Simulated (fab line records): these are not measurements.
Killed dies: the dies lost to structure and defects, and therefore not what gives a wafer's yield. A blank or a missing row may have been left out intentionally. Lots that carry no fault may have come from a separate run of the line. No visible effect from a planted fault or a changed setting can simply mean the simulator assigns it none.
Matching of chambers	flow nand-harc	4 sister chambers for NHARC_A_STAIRCASE_ALD_420 on ald-hk-04
The step deposits SiO2, target thk 20 nm, pulse time 6 s, ald cycles 200. 4 wafers are shown with their chamber, then 7 later ones without.

== WAFERS, EACH WITH ITS CHAMBER ==
wafer	chamber	heater-power-w (W)
L436.2	3	461
L436.3	0	488
L440.2	2	481
L440.4	1	403

== WAFERS WITHOUT THEIR CHAMBER ==
wafer	heater-power-w (W)
L440.5	408
L446.1	485
L446.4	491
L446.6	486
L447.2	475
L447.3	475
L447.6	413

== WHICH CHAMBER EACH WENT THROUGH ==
wafer	from the rows above	in truth
L440.5	1	1
L446.1	can't be placed: 0 or 2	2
L446.4	can't be placed: 0 or 2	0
L446.6	can't be placed: 0 or 2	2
L447.2	can't be placed: 2 or 0 or 3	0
L447.3	can't be placed: 2 or 0 or 3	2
L447.6	1	1
Correctly placed: 2 of 7. Not placeable from these rows: 5 (in 5, the candidates include the true chamber). 0 placed wrongly.
How it was worked out, from the rows above alone: a wafer's distance from a chamber is the root of the sum, over the readings, of the square of ((its reading less the chamber's mean) divided by the reading's scatter). If the next closest chamber is less than 2 further off than the closest, the wafer can't be placed; otherwise it belongs to the closest. The mean given for a chamber averages the wafers shown for that chamber. The scatter (one wafer shown for each chamber): square how far every hidden wafer sits from the nearest shown wafer, average those squares and take the square root.
